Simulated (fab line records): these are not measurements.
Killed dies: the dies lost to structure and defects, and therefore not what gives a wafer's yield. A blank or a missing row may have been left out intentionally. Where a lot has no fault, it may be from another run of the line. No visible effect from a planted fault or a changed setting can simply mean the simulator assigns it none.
A struck lot beside a sound one + flow nand_harc + 20 out of 1302 route steps
Sound: these wafers, L700.1, L700.4, L700.5. Struck: wafer L710.5 (left out: L710.1, a lot-mate that was not struck); the cause follows at the end.
Per side, at each step with rows, come the tool, then ch with its chambers, and then its first start. Under that, the readings that differ: sound wafers + struck wafers + difference of the means + sigmas: that difference in standard deviations of wafers without a fault.
alike: readings with means less than 2 such deviations apart, plus words and numbers identical on both sides. not compared: withheld readings, readings lacking a value on some wafer, bounds such as >300 that could conceal the same value, and numbers that have no deviation in the record and whose values overlap.
Wherever a step has rows on one side only, a row that says differs or no value, or a row with sigmas, the two part there. Numbers that have no deviation but don't overlap get no sigmas and don't part them. A reading that every wafer of one side lacks parts them only if that side has two wafers or more.

first, 1 step without rows for these wafers: NHARC_A_CONTACT_SRD_22.
NHARC_A_CONTACT_INSPECT_23:
  struck on defect_inspect-02, day 27 04:26; sound on defect_inspect-01, day 24 00:25
  alike: raw_defect_count
then, 9 steps without rows for these wafers: NHARC_A_BLC_DEHYDRATE_00 (time 120 s); NHARC_A_BLC_HMDS_01 (time 30 s); NHARC_A_BLC_COAT_02 (time 75 s); NHARC_A_BLC_COAT_03 (time 65 s); NHARC_A_BLC_COAT_04 (resist thk 90 nm); NHARC_A_BLC_SOFTBAKE_05 (time 55 s); NHARC_A_BLC_EBR_06; NHARC_A_BLC_EXPOSE_07 (exposes mask A BLC, target cd 100 nm); NHARC_A_BLC_PEB_08 (peb time 65 s).
NHARC_A_BLC_DEVELOP_09: develop time 35 s.
  sound on litho_track-01 ch 0, day 24 00:00; struck on litho_track-01 ch 0, day 27 04:00
  alike: resist_line_temp_C
NHARC_A_BLC_CD_MEAS_10: the cd target is 100 nm.
  sound on cd_sem-02 ch 0, day 24 00:55; struck on cd_sem-01 ch 0, day 27 04:49
| reading    | sound          | struck | difference | sigmas |
|------------|----------------|--------|------------|--------|
| cd_nm (nm) | 99.0 98.9 98.7 | 96.3   | -2.6       | -4     |
NHARC_A_BLC_OVL_MEAS_11:
  struck on overlay-01, day 27 04:55; sound on overlay-02, day 24 01:00
| reading           | sound          | struck | difference | sigmas |
|-------------------|----------------|--------|------------|--------|
| overlay_x_nm (nm) | -1.1 -1.5 -1.6 | 0.3    | +1.7       | +2     |
  alike: overlay_y_nm
NHARC_A_BLC_INSPECT_12:
  struck on defect_inspect-02, day 27 04:57; sound on defect_inspect-02, day 24 01:02
  alike: raw_defect_count
NHARC_A_BLC_DESCUM_15: chemistry O2, time 3 s.
  sound on rie_diel-08 ch 1,3, day 24 01:06; struck on rie_diel-12 ch 2, day 27 05:01
| reading                         | sound             | struck | difference | sigmas |
|---------------------------------|-------------------|--------|------------|--------|
| showerhead_plenum_p_Torr (Torr) | 1.82 1.84 1.84    | 2.02   | +0.19      | +3     |
| model.A_BLC.cd_nm (nm)          | 99.24 98.83 98.82 | 95.62  | -3.34      |        |
  alike: drypump_motor_current_A, oes_product_au, rf_vpp_V, throttle_valve_pct
  not compared: rf_hours_counter_h
NHARC_A_BLC_ETCH_16: etches the open film in CF4, target depth 39 nm, time 65 s.
  sound on rie_diel-08 ch 0,2,3, day 24 01:11; struck on rie_diel-12 ch 0, day 27 05:06
  alike: drypump_motor_current_A, oes_product_au, rf_vpp_V, showerhead_plenum_p_Torr, throttle_valve_pct
  not compared: rf_hours_counter_h
NHARC_A_BLC_ETCH_17: etches the open film in N2/H2, target depth 390 nm, time 609.38 s.
  sound: rie_diel-08 ch 0,1; struck: rie_diel-12 ch 2
| reading                         | sound          | struck | difference | sigmas |
|---------------------------------|----------------|--------|------------|--------|
| showerhead_plenum_p_Torr (Torr) | 2.06 1.96 1.96 | 2.16   | +0.17      | +2     |
  alike: drypump_motor_current_A, oes_product_au, rf_vpp_V, throttle_valve_pct
  not compared: rf_hours_counter_h
NHARC_A_BLC_ETCH_18: etches the open film in C4F8/O2/Ar, target depth 910 nm.
  sound: rie_diel-08 ch 0,2; struck: rie_diel-12 ch 2
| reading                | sound             | struck | difference | sigmas |
|------------------------|-------------------|--------|------------|--------|
| rf_vpp_V (V)           | 970 979 970       | 985    | +12        | +3     |
| model.A_BLC.cd_nm (nm) | 103.1 97.32 98.57 | 93.05  | -6.61      |        |
  alike: oes_product_au
  not compared: rf_hours_counter_h
NHARC_A_BLC_CD_MEAS_19:
  struck on cd_sem-01, day 27 05:58; sound on cd_sem-01, day 24 02:04
| reading    | sound           | struck | difference | sigmas |
|------------|-----------------|--------|------------|--------|
| cd_nm (nm) | 102.8 97.0 98.3 | 92.9   | -6.5       | -4     |

## WHERE THEY PART
Last at NHARC_A_BLC_CD_MEAS_19 as far as this record goes, first at NHARC_A_BLC_CD_MEAS_10.

WHY: the cause the simulator had injected
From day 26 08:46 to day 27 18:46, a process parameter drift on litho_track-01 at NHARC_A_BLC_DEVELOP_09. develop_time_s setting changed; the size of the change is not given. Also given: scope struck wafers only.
